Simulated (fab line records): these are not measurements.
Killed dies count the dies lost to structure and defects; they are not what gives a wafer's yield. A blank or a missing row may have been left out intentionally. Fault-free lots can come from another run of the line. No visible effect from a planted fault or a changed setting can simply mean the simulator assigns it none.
What tool caused it? || flow nand-harc || 24 lots with 72 wafers sampled at 5 steps, on a route of 1159 steps

## WHAT EACH GAUGE READ, for each wafer
NHARC_A_M1_INSPECT_11. Usual: raw-defect-count at 28, with a standard deviation of 14.
{"lot": "L077", "measured": "day 18 01:20", "on": "defect-inspect-01", "raw-defect-count": "34 28 32", "flag": ""}
{"lot": "L074", "measured": "day 18 08:10", "on": "defect-inspect-02", "raw-defect-count": "22 37 29", "flag": ""}
{"lot": "L075", "measured": "day 18 08:52", "on": "defect-inspect-01", "raw-defect-count": "21 24 24", "flag": ""}
{"lot": "L079", "measured": "day 18 09:03", "on": "defect-inspect-02", "raw-defect-count": "15 21 24", "flag": ""}
{"lot": "L076", "measured": "day 18 09:48", "on": "defect-inspect-01", "raw-defect-count": "15 15 9", "flag": ""}
{"lot": "L078", "measured": "day 18 10:26", "on": "defect-inspect-02", "raw-defect-count": "22 30 21", "flag": ""}
{"lot": "L080", "measured": "day 19 00:02", "on": "defect-inspect-02", "raw-defect-count": "34 29 28", "flag": ""}
{"lot": "L081", "measured": "day 19 08:52", "on": "defect-inspect-02", "raw-defect-count": "27 40 39", "flag": ""}
{"lot": "L083", "measured": "day 19 10:04", "on": "defect-inspect-02", "raw-defect-count": "14 21 24", "flag": ""}
{"lot": "L082", "measured": "day 19 11:07", "on": "defect-inspect-01", "raw-defect-count": "14 15 14", "flag": ""}
{"lot": "L085", "measured": "day 20 02:49", "on": "defect-inspect-01", "raw-defect-count": "30 17 26", "flag": ""}
{"lot": "L084", "measured": "day 20 03:35", "on": "defect-inspect-02", "raw-defect-count": "27 24 31", "flag": ""}
{"lot": "L087", "measured": "day 20 12:37", "on": "defect-inspect-02", "raw-defect-count": "45 48 45", "flag": ""}
{"lot": "L086", "measured": "day 20 17:48", "on": "defect-inspect-02", "raw-defect-count": "10 7 7", "flag": ""}
{"lot": "L090", "measured": "day 21 09:47", "on": "defect-inspect-02", "raw-defect-count": "39 25 36", "flag": ""}
{"lot": "L089", "measured": "day 21 12:30", "on": "defect-inspect-01", "raw-defect-count": "36 39 34", "flag": ""}
{"lot": "L088", "measured": "day 21 19:08", "on": "defect-inspect-02", "raw-defect-count": "11 17 13", "flag": ""}
{"lot": "L091", "measured": "day 22 00:17", "on": "defect-inspect-02", "raw-defect-count": "16 12 13", "flag": ""}
{"lot": "L093", "measured": "day 22 06:32", "on": "defect-inspect-02", "raw-defect-count": "63 53 69", "flag": ""}
{"lot": "L092", "measured": "day 22 07:29", "on": "defect-inspect-02", "raw-defect-count": "71 54 63", "flag": ""}
{"lot": "L094", "measured": "day 22 23:20", "on": "defect-inspect-01", "raw-defect-count": "17 24 20", "flag": ""}
{"lot": "L096", "measured": "day 22 23:55", "on": "defect-inspect-02", "raw-defect-count": "35 48 58", "flag": ""}
{"lot": "L095", "measured": "day 23 02:10", "on": "defect-inspect-01", "raw-defect-count": "48 42 40", "flag": ""}
{"lot": "L097", "measured": "day 23 05:02", "on": "defect-inspect-01", "raw-defect-count": "26 25 25", "flag": ""}

NHARC_A_M1_CD_MEAS_16. Usual: cd-nm at 120.1 nm, with a standard deviation of 0.85.
{"lot": "L077", "measured": "day 18 01:42", "on": "cd-sem-03", "cd-nm (nm)": "120.7 120.1 120.5", "flag": ""}
{"lot": "L074", "measured": "day 18 08:32", "on": "cd-sem-02", "cd-nm (nm)": "119.0 120.2 120.3", "flag": ""}
{"lot": "L075", "measured": "day 18 09:14", "on": "cd-sem-02", "cd-nm (nm)": "119.4 119.6 120.1", "flag": ""}
{"lot": "L079", "measured": "day 18 09:25", "on": "cd-sem-03", "cd-nm (nm)": "120.4 120.2 120.5", "flag": ""}
{"lot": "L076", "measured": "day 18 10:10", "on": "cd-sem-02", "cd-nm (nm)": "120.5 119.3 121.5", "flag": ""}
{"lot": "L078", "measured": "day 18 10:49", "on": "cd-sem-02", "cd-nm (nm)": "120.3 120.5 120.0", "flag": ""}
{"lot": "L080", "measured": "day 19 00:25", "on": "cd-sem-01", "cd-nm (nm)": "119.4 120.4 121.2", "flag": ""}
{"lot": "L081", "measured": "day 19 09:14", "on": "cd-sem-02", "cd-nm (nm)": "121.4 122.0 121.3", "flag": ""}
{"lot": "L083", "measured": "day 19 10:26", "on": "cd-sem-02", "cd-nm (nm)": "120.0 119.8 119.7", "flag": ""}
{"lot": "L082", "measured": "day 19 11:29", "on": "cd-sem-02", "cd-nm (nm)": "118.5 120.3 119.4", "flag": ""}
{"lot": "L085", "measured": "day 20 03:13", "on": "cd-sem-03", "cd-nm (nm)": "119.3 118.7 119.7", "flag": ""}
{"lot": "L084", "measured": "day 20 04:00", "on": "cd-sem-02", "cd-nm (nm)": "120.5 120.4 119.7", "flag": ""}
{"lot": "L087", "measured": "day 20 12:59", "on": "cd-sem-02", "cd-nm (nm)": "120.2 120.3 121.6", "flag": ""}
{"lot": "L086", "measured": "day 20 18:10", "on": "cd-sem-03", "cd-nm (nm)": "120.7 120.2 119.9", "flag": ""}
{"lot": "L090", "measured": "day 21 10:10", "on": "cd-sem-02", "cd-nm (nm)": "120.9 120.7 120.8", "flag": ""}
{"lot": "L089", "measured": "day 21 12:52", "on": "cd-sem-02", "cd-nm (nm)": "121.8 122.0 119.9", "flag": ""}
{"lot": "L088", "measured": "day 21 19:31", "on": "cd-sem-02", "cd-nm (nm)": "119.7 120.8 119.3", "flag": ""}
{"lot": "L091", "measured": "day 22 00:39", "on": "cd-sem-02", "cd-nm (nm)": "121.5 119.6 121.3", "flag": ""}
{"lot": "L093", "measured": "day 22 06:54", "on": "cd-sem-02", "cd-nm (nm)": "120.5 119.3 120.2", "flag": ""}
{"lot": "L092", "measured": "day 22 07:52", "on": "cd-sem-03", "cd-nm (nm)": "121.0 119.9 121.2", "flag": ""}
{"lot": "L094", "measured": "day 22 23:42", "on": "cd-sem-02", "cd-nm (nm)": "118.6 118.8 118.2", "flag": ""}
{"lot": "L096", "measured": "day 23 00:17", "on": "cd-sem-03", "cd-nm (nm)": "119.4 119.7 119.9", "flag": ""}
{"lot": "L095", "measured": "day 23 02:32", "on": "cd-sem-02", "cd-nm (nm)": "120.2 119.4 119.5", "flag": ""}
{"lot": "L097", "measured": "day 23 05:25", "on": "cd-sem-03", "cd-nm (nm)": "120.5 120.4 120.1", "flag": ""}

NHARC_A_BONDPAD_THK_MEAS_30: measures by ellipsometry. Usual: thk-nm at 199.5 nm, with a standard deviation of 1.5.
{"lot": "L077", "measured": "day 18 05:20", "on": "film-metro-02", "thk-nm (nm)": "198.1 200.5 198.0", "flag": ""}
{"lot": "L074", "measured": "day 18 12:10", "on": "film-metro-02", "thk-nm (nm)": "202.3 198.8 200.9", "flag": ""}
{"lot": "L075", "measured": "day 18 12:53", "on": "film-metro-01", "thk-nm (nm)": "200.1 200.3 198.1", "flag": ""}
{"lot": "L079", "measured": "day 18 13:05", "on": "film-metro-02", "thk-nm (nm)": "199.2 197.5 198.9", "flag": ""}
{"lot": "L076", "measured": "day 18 14:57", "on": "film-metro-01", "thk-nm (nm)": "199.4 199.8 199.4", "flag": ""}
{"lot": "L078", "measured": "day 18 15:25", "on": "film-metro-02", "thk-nm (nm)": "200.5 198.2 201.8", "flag": ""}
{"lot": "L080", "measured": "day 19 04:23", "on": "film-metro-02", "thk-nm (nm)": "200.9 200.9 201.5", "flag": ""}
{"lot": "L081", "measured": "day 19 12:53", "on": "film-metro-02", "thk-nm (nm)": "199.1 195.7 199.0", "flag": ""}
{"lot": "L083", "measured": "day 19 14:04", "on": "film-metro-01", "thk-nm (nm)": "199.8 198.5 200.1", "flag": ""}
{"lot": "L082", "measured": "day 19 15:14", "on": "film-metro-02", "thk-nm (nm)": "201.6 200.7 198.2", "flag": ""}
{"lot": "L085", "measured": "day 20 06:50", "on": "film-metro-02", "thk-nm (nm)": "198.1 201.0 199.1", "flag": ""}
{"lot": "L084", "measured": "day 20 07:41", "on": "film-metro-02", "thk-nm (nm)": "197.8 198.5 197.2", "flag": ""}
{"lot": "L087", "measured": "day 20 16:50", "on": "film-metro-01", "thk-nm (nm)": "199.9 198.5 198.1", "flag": ""}
{"lot": "L086", "measured": "day 20 22:13", "on": "film-metro-01", "thk-nm (nm)": "201.5 198.9 199.1", "flag": ""}
{"lot": "L090", "measured": "day 21 13:47", "on": "film-metro-02", "thk-nm (nm)": "197.3 197.4 198.4", "flag": ""}
{"lot": "L089", "measured": "day 21 16:30", "on": "film-metro-01", "thk-nm (nm)": "198.5 200.6 200.4", "flag": ""}
{"lot": "L088", "measured": "day 21 23:09", "on": "film-metro-01", "thk-nm (nm)": "199.0 199.5 198.4", "flag": ""}
{"lot": "L091", "measured": "day 22 04:22", "on": "film-metro-01", "thk-nm (nm)": "197.4 199.0 199.5", "flag": ""}
{"lot": "L093", "measured": "day 22 10:37", "on": "film-metro-01", "thk-nm (nm)": "200.7 202.2 198.7", "flag": ""}
{"lot": "L092", "measured": "day 22 11:31", "on": "film-metro-02", "thk-nm (nm)": "199.4 199.9 199.2", "flag": ""}
{"lot": "L094", "measured": "day 23 03:20", "on": "film-metro-01", "thk-nm (nm)": "201.9 203.9 200.1", "flag": ""}
{"lot": "L096", "measured": "day 23 03:56", "on": "film-metro-01", "thk-nm (nm)": "200.8 199.7 199.9", "flag": ""}
{"lot": "L095", "measured": "day 23 06:10", "on": "film-metro-01", "thk-nm (nm)": "199.9 200.1 200.0", "flag": ""}
{"lot": "L097", "measured": "day 23 09:32", "on": "film-metro-02", "thk-nm (nm)": "201.7 201.6 201.3", "flag": ""}

## WHAT TOOL EACH LOT RAN ON (gives the tool, then ch and the chambers of the sampled wafers, and finally the start)
{"lot": "L077", "NHARC_A_M1_ETCH_28": "rie-diel-01 ch 0,1, day 18 05:05 or earlier", "NHARC_A_BONDPAD_CMP_29": "cmp-04 ch 1,2, day 18 05:05"}
{"lot": "L074", "NHARC_A_M1_ETCH_28": "rie-diel-08 ch 0,1,2, day 18 11:55 or earlier", "NHARC_A_BONDPAD_CMP_29": "cmp-04 ch 0,1,3, day 18 11:55"}
{"lot": "L075", "NHARC_A_M1_ETCH_28": "rie-diel-08 ch 0,2, day 18 12:39 or earlier", "NHARC_A_BONDPAD_CMP_29": "cmp-03 ch 0,1,3, day 18 12:39"}
{"lot": "L079", "NHARC_A_M1_ETCH_28": "rie-diel-01 ch 1,2, day 18 12:50 or earlier", "NHARC_A_BONDPAD_CMP_29": "cmp-02 ch 0,1, day 18 12:50"}
{"lot": "L076", "NHARC_A_M1_ETCH_28": "rie-diel-08 ch 1,2,3, day 18 14:42 or earlier", "NHARC_A_BONDPAD_CMP_29": "cmp-04 ch 1,2, day 18 14:42"}
{"lot": "L078", "NHARC_A_M1_ETCH_28": "rie-diel-13 ch 0,3, day 18 15:13 or earlier", "NHARC_A_BONDPAD_CMP_29": "cmp-04 ch 1,2,3, day 18 15:13"}
{"lot": "L080", "NHARC_A_M1_ETCH_28": "rie-diel-08 ch 1,2,3, day 19 04:08 or earlier", "NHARC_A_BONDPAD_CMP_29": "cmp-04 ch 0,1, day 19 04:08"}
{"lot": "L081", "NHARC_A_M1_ETCH_28": "rie-diel-13 ch 2,3, day 19 12:38 or earlier", "NHARC_A_BONDPAD_CMP_29": "cmp-03 ch 1,2, day 19 12:38"}
{"lot": "L083", "NHARC_A_M1_ETCH_28": "rie-diel-13 ch 0,2, day 19 13:50 or earlier", "NHARC_A_BONDPAD_CMP_29": "cmp-04 ch 1,3, day 19 13:50"}
{"lot": "L082", "NHARC_A_M1_ETCH_28": "rie-diel-13 ch 0,1, day 19 14:59 or earlier", "NHARC_A_BONDPAD_CMP_29": "cmp-04 ch 0,3, day 19 14:59"}
{"lot": "L085", "NHARC_A_M1_ETCH_28": "rie-diel-01 ch 1,2, day 20 06:35 or earlier", "NHARC_A_BONDPAD_CMP_29": "cmp-02 ch 1,3, day 20 06:35"}
{"lot": "L084", "NHARC_A_M1_ETCH_28": "rie-diel-01 ch 0,1, day 20 07:29 or earlier", "NHARC_A_BONDPAD_CMP_29": "cmp-02 ch 0,1,3, day 20 07:29"}
{"lot": "L087", "NHARC_A_M1_ETCH_28": "rie-diel-13 ch 0,1,2, day 20 16:38 or earlier", "NHARC_A_BONDPAD_CMP_29": "cmp-03 ch 0,2,3, day 20 16:38"}
{"lot": "L086", "NHARC_A_M1_ETCH_28": "rie-diel-13 ch 0,1,2, day 20 21:58 or earlier", "NHARC_A_BONDPAD_CMP_29": "cmp-02 ch 1,2, day 20 21:58"}
{"lot": "L090", "NHARC_A_M1_ETCH_28": "rie-diel-01 ch 0,2,3, day 21 13:35 or earlier", "NHARC_A_BONDPAD_CMP_29": "cmp-03 ch 0,2,3, day 21 13:35"}
{"lot": "L089", "NHARC_A_M1_ETCH_28": "rie-diel-08 ch 2,3, day 21 16:15 or earlier", "NHARC_A_BONDPAD_CMP_29": "cmp-02 ch 1,2,3, day 21 16:15"}
{"lot": "L088", "NHARC_A_M1_ETCH_28": "rie-diel-13 ch 0,2, day 21 22:54 or earlier", "NHARC_A_BONDPAD_CMP_29": "cmp-02 ch 0,3, day 21 22:54"}
{"lot": "L091", "NHARC_A_M1_ETCH_28": "rie-diel-08 ch 0,2,3, day 22 04:08 or earlier", "NHARC_A_BONDPAD_CMP_29": "cmp-03 ch 0,3, day 22 04:08"}
{"lot": "L093", "NHARC_A_M1_ETCH_28": "rie-diel-08 ch 0,3, day 22 10:21 or earlier", "NHARC_A_BONDPAD_CMP_29": "cmp-04 ch 0,3, day 22 10:21"}
{"lot": "L092", "NHARC_A_M1_ETCH_28": "rie-diel-13 ch 1,2, day 22 11:19 or earlier", "NHARC_A_BONDPAD_CMP_29": "cmp-02 ch 1,2,3, day 22 11:19"}
{"lot": "L094", "NHARC_A_M1_ETCH_28": "rie-diel-08 ch 1,2,3, day 23 03:05 or earlier", "NHARC_A_BONDPAD_CMP_29": "cmp-04 ch 0,1,3, day 23 03:05"}
{"lot": "L096", "NHARC_A_M1_ETCH_28": "rie-diel-08 ch 1,3, day 23 03:41 or earlier", "NHARC_A_BONDPAD_CMP_29": "cmp-02 ch 1,2, day 23 03:41"}
{"lot": "L095", "NHARC_A_M1_ETCH_28": "rie-diel-08 ch 0,1,3, day 23 05:55 or earlier", "NHARC_A_BONDPAD_CMP_29": "cmp-04 ch 0,2,3, day 23 05:55"}
{"lot": "L097", "NHARC_A_M1_ETCH_28": "rie-diel-13 ch 0,3, day 23 09:17 or earlier", "NHARC_A_BONDPAD_CMP_29": "cmp-03 ch 1,2, day 23 09:17"}
- NHARC_A_M1_ETCH_28: etches the open film in CF4/N2, target depth 30 nm, time 72.99 s.
- NHARC_A_BONDPAD_CMP_29: polishes SiCN, target thk 200 nm.

## AS READ BY THE TOOLS THEMSELVES (means over the sampled wafers that have a number; for cases with no such wafer, the mark the record gives instead)
NHARC_A_M1_ETCH_28. Usual: drypump-motor-current-A 5.7 A, standard deviation 0.48; oes-product-au 1.000 a.u., standard deviation 0.011; rf-vpp-V 314.2 V, standard deviation 1.9; showerhead-plenum-p-Torr 2.62 Torr, standard deviation 0.1; throttle-valve-pct 19.794 %, standard deviation 0.0095.
{"lot": "L077", "tool": "rie-diel-01", "drypump-motor-current-A (A)": 5.4, "oes-product-au (a.u.)": 1.002, "rf-vpp-V (V)": 313.8, "showerhead-plenum-p-Torr (Torr)": 2.57, "throttle-valve-pct (%)": 19.791, "flag": ""}
{"lot": "L074", "tool": "rie-diel-08", "drypump-motor-current-A (A)": 5.8, "oes-product-au (a.u.)": 0.994, "rf-vpp-V (V)": 313.0, "showerhead-plenum-p-Torr (Torr)": 2.58, "throttle-valve-pct (%)": 19.789, "flag": ""}
{"lot": "L075", "tool": "rie-diel-08", "drypump-motor-current-A (A)": 6.1, "oes-product-au (a.u.)": 0.999, "rf-vpp-V (V)": 313.5, "showerhead-plenum-p-Torr (Torr)": 2.56, "throttle-valve-pct (%)": 19.786, "flag": ""}
{"lot": "L079", "tool": "rie-diel-01", "drypump-motor-current-A (A)": 5.9, "oes-product-au (a.u.)": 1.001, "rf-vpp-V (V)": 313.6, "showerhead-plenum-p-Torr (Torr)": 2.55, "throttle-valve-pct (%)": 19.795, "flag": ""}
{"lot": "L076", "tool": "rie-diel-08", "drypump-motor-current-A (A)": 6.0, "oes-product-au (a.u.)": 0.991, "rf-vpp-V (V)": 313.3, "showerhead-plenum-p-Torr (Torr)": 2.55, "throttle-valve-pct (%)": 19.798, "flag": ""}
{"lot": "L078", "tool": "rie-diel-13", "drypump-motor-current-A (A)": 5.4, "oes-product-au (a.u.)": 1.002, "rf-vpp-V (V)": 314.6, "showerhead-plenum-p-Torr (Torr)": 2.66, "throttle-valve-pct (%)": 19.798, "flag": ""}
{"lot": "L080", "tool": "rie-diel-08", "drypump-motor-current-A (A)": 6.0, "oes-product-au (a.u.)": 1.000, "rf-vpp-V (V)": 312.9, "showerhead-plenum-p-Torr (Torr)": 2.55, "throttle-valve-pct (%)": 19.795, "flag": ""}
{"lot": "L081", "tool": "rie-diel-13", "drypump-motor-current-A (A)": 5.2, "oes-product-au (a.u.)": 1.007, "rf-vpp-V (V)": 317.1, "showerhead-plenum-p-Torr (Torr)": 2.75, "throttle-valve-pct (%)": 19.801, "flag": ""}
{"lot": "L083", "tool": "rie-diel-13", "drypump-motor-current-A (A)": 5.6, "oes-product-au (a.u.)": 0.994, "rf-vpp-V (V)": 316.3, "showerhead-plenum-p-Torr (Torr)": 2.74, "throttle-valve-pct (%)": 19.798, "flag": ""}
{"lot": "L082", "tool": "rie-diel-13", "drypump-motor-current-A (A)": 5.4, "oes-product-au (a.u.)": 0.996, "rf-vpp-V (V)": 314.0, "showerhead-plenum-p-Torr (Torr)": 2.60, "throttle-valve-pct (%)": 19.780, "flag": ""}
{"lot": "L085", "tool": "rie-diel-01", "drypump-motor-current-A (A)": 5.9, "oes-product-au (a.u.)": 1.004, "rf-vpp-V (V)": 313.2, "showerhead-plenum-p-Torr (Torr)": 2.55, "throttle-valve-pct (%)": 19.788, "flag": ""}
{"lot": "L084", "tool": "rie-diel-01", "drypump-motor-current-A (A)": 5.3, "oes-product-au (a.u.)": 1.010, "rf-vpp-V (V)": 314.0, "showerhead-plenum-p-Torr (Torr)": 2.62, "throttle-valve-pct (%)": 19.795, "flag": ""}
{"lot": "L087", "tool": "rie-diel-13", "drypump-motor-current-A (A)": 5.5, "oes-product-au (a.u.)": 0.988, "rf-vpp-V (V)": 315.5, "showerhead-plenum-p-Torr (Torr)": 2.69, "throttle-valve-pct (%)": 19.796, "flag": ""}
{"lot": "L086", "tool": "rie-diel-13", "drypump-motor-current-A (A)": 5.5, "oes-product-au (a.u.)": 0.989, "rf-vpp-V (V)": 314.9, "showerhead-plenum-p-Torr (Torr)": 2.68, "throttle-valve-pct (%)": 19.791, "flag": ""}
{"lot": "L090", "tool": "rie-diel-01", "drypump-motor-current-A (A)": 5.8, "oes-product-au (a.u.)": 1.002, "rf-vpp-V (V)": 313.9, "showerhead-plenum-p-Torr (Torr)": 2.61, "throttle-valve-pct (%)": 19.789, "flag": ""}
{"lot": "L089", "tool": "rie-diel-08", "drypump-motor-current-A (A)": 6.3, "oes-product-au (a.u.)": 0.996, "rf-vpp-V (V)": 312.8, "showerhead-plenum-p-Torr (Torr)": 2.53, "throttle-valve-pct (%)": 19.787, "flag": ""}
{"lot": "L088", "tool": "rie-diel-13", "drypump-motor-current-A (A)": 5.6, "oes-product-au (a.u.)": 0.981, "rf-vpp-V (V)": 316.5, "showerhead-plenum-p-Torr (Torr)": 2.74, "throttle-valve-pct (%)": 19.799, "flag": ""}
{"lot": "L091", "tool": "rie-diel-08", "drypump-motor-current-A (A)": 6.1, "oes-product-au (a.u.)": 1.014, "rf-vpp-V (V)": 315.1, "showerhead-plenum-p-Torr (Torr)": 2.62, "throttle-valve-pct (%)": 19.790, "flag": ""}
{"lot": "L093", "tool": "rie-diel-08", "drypump-motor-current-A (A)": 6.0, "oes-product-au (a.u.)": 1.010, "rf-vpp-V (V)": 316.2, "showerhead-plenum-p-Torr (Torr)": 2.71, "throttle-valve-pct (%)": 19.781, "flag": ""}
{"lot": "L092", "tool": "rie-diel-13", "drypump-motor-current-A (A)": 5.3, "oes-product-au (a.u.)": 1.001, "rf-vpp-V (V)": 315.4, "showerhead-plenum-p-Torr (Torr)": 2.72, "throttle-valve-pct (%)": 19.787, "flag": ""}
{"lot": "L094", "tool": "rie-diel-08", "drypump-motor-current-A (A)": 6.0, "oes-product-au (a.u.)": 0.997, "rf-vpp-V (V)": 313.4, "showerhead-plenum-p-Torr (Torr)": 2.54, "throttle-valve-pct (%)": 19.799, "flag": ""}
{"lot": "L096", "tool": "rie-diel-08", "drypump-motor-current-A (A)": 6.1, "oes-product-au (a.u.)": 1.003, "rf-vpp-V (V)": 313.9, "showerhead-plenum-p-Torr (Torr)": 2.60, "throttle-valve-pct (%)": 19.792, "flag": ""}
{"lot": "L095", "tool": "rie-diel-08", "drypump-motor-current-A (A)": 5.9, "oes-product-au (a.u.)": 1.001, "rf-vpp-V (V)": 314.7, "showerhead-plenum-p-Torr (Torr)": 2.63, "throttle-valve-pct (%)": 19.790, "flag": ""}
{"lot": "L097", "tool": "rie-diel-13", "drypump-motor-current-A (A)": 5.3, "oes-product-au (a.u.)": 0.998, "rf-vpp-V (V)": 315.3, "showerhead-plenum-p-Torr (Torr)": 2.66, "throttle-valve-pct (%)": 19.788, "flag": ""}

NHARC_A_BONDPAD_CMP_29. Usual: motor-current-A 12.5 A, standard deviation 1; retaining-ring-pressure-frac 1.001, standard deviation 0.0052.
{"lot": "L077", "tool": "cmp-04", "motor-current-A (A)": 12.1, "retaining-ring-pressure-frac": 0.993, "flag": ""}
{"lot": "L074", "tool": "cmp-04", "motor-current-A (A)": 12.6, "retaining-ring-pressure-frac": 1.001, "flag": ""}
{"lot": "L075", "tool": "cmp-03", "motor-current-A (A)": 12.3, "retaining-ring-pressure-frac": 1.000, "flag": ""}
{"lot": "L079", "tool": "cmp-02", "motor-current-A (A)": 12.4, "retaining-ring-pressure-frac": 0.996, "flag": ""}
{"lot": "L076", "tool": "cmp-04", "motor-current-A (A)": 13.5, "retaining-ring-pressure-frac": 0.997, "flag": ""}
{"lot": "L078", "tool": "cmp-04", "motor-current-A (A)": 13.6, "retaining-ring-pressure-frac": 1.001, "flag": ""}
{"lot": "L080", "tool": "cmp-04", "motor-current-A (A)": 11.7, "retaining-ring-pressure-frac": 1.003, "flag": ""}
{"lot": "L081", "tool": "cmp-03", "motor-current-A (A)": 12.9, "retaining-ring-pressure-frac": 0.996, "flag": ""}
{"lot": "L083", "tool": "cmp-04", "motor-current-A (A)": 12.7, "retaining-ring-pressure-frac": 0.998, "flag": ""}
{"lot": "L082", "tool": "cmp-04", "motor-current-A (A)": 13.5, "retaining-ring-pressure-frac": 1.003, "flag": ""}
{"lot": "L085", "tool": "cmp-02", "motor-current-A (A)": 11.5, "retaining-ring-pressure-frac": 1.000, "flag": ""}
{"lot": "L084", "tool": "cmp-02", "motor-current-A (A)": 11.7, "retaining-ring-pressure-frac": 0.999, "flag": ""}
{"lot": "L087", "tool": "cmp-03", "motor-current-A (A)": 12.3, "retaining-ring-pressure-frac": 1.000, "flag": ""}
{"lot": "L086", "tool": "cmp-02", "motor-current-A (A)": 12.2, "retaining-ring-pressure-frac": 0.994, "flag": ""}
{"lot": "L090", "tool": "cmp-03", "motor-current-A (A)": 12.1, "retaining-ring-pressure-frac": 1.007, "flag": ""}
{"lot": "L089", "tool": "cmp-02", "motor-current-A (A)": 11.7, "retaining-ring-pressure-frac": 0.995, "flag": ""}
{"lot": "L088", "tool": "cmp-02", "motor-current-A (A)": 11.6, "retaining-ring-pressure-frac": 1.004, "flag": ""}
{"lot": "L091", "tool": "cmp-03", "motor-current-A (A)": 11.8, "retaining-ring-pressure-frac": 0.999, "flag": ""}
{"lot": "L093", "tool": "cmp-04", "motor-current-A (A)": 13.0, "retaining-ring-pressure-frac": 1.005, "flag": ""}
{"lot": "L092", "tool": "cmp-02", "motor-current-A (A)": 11.7, "retaining-ring-pressure-frac": 0.997, "flag": ""}
{"lot": "L094", "tool": "cmp-04", "motor-current-A (A)": 12.1, "retaining-ring-pressure-frac": 0.999, "flag": ""}
{"lot": "L096", "tool": "cmp-02", "motor-current-A (A)": 12.2, "retaining-ring-pressure-frac": 1.005, "flag": ""}
{"lot": "L095", "tool": "cmp-04", "motor-current-A (A)": 13.5, "retaining-ring-pressure-frac": 1.005, "flag": ""}
{"lot": "L097", "tool": "cmp-03", "motor-current-A (A)": 12.8, "retaining-ring-pressure-frac": 1.003, "flag": ""}

## THE ANSWER, worked out from the rows above alone
Rule: a lot counts as off when the mean over its wafers that have a number is more than 3 standard deviations away from the usual mean. Also off: a lot with no number at a reading for which 4 or more lots have one. Any other lot the step has rows for is counted as sound. Order of review: gauges by route order, followed by the tools' own readings, for which a lot's mean as printed above is used. The first step at which some lot is off is used, and at that step the reading that is off furthest; a lot without a number counts as furthest.
None of the lots is off at any reading shown; this tells nothing.

## WHAT THE SIMULATOR HAD INSERTED
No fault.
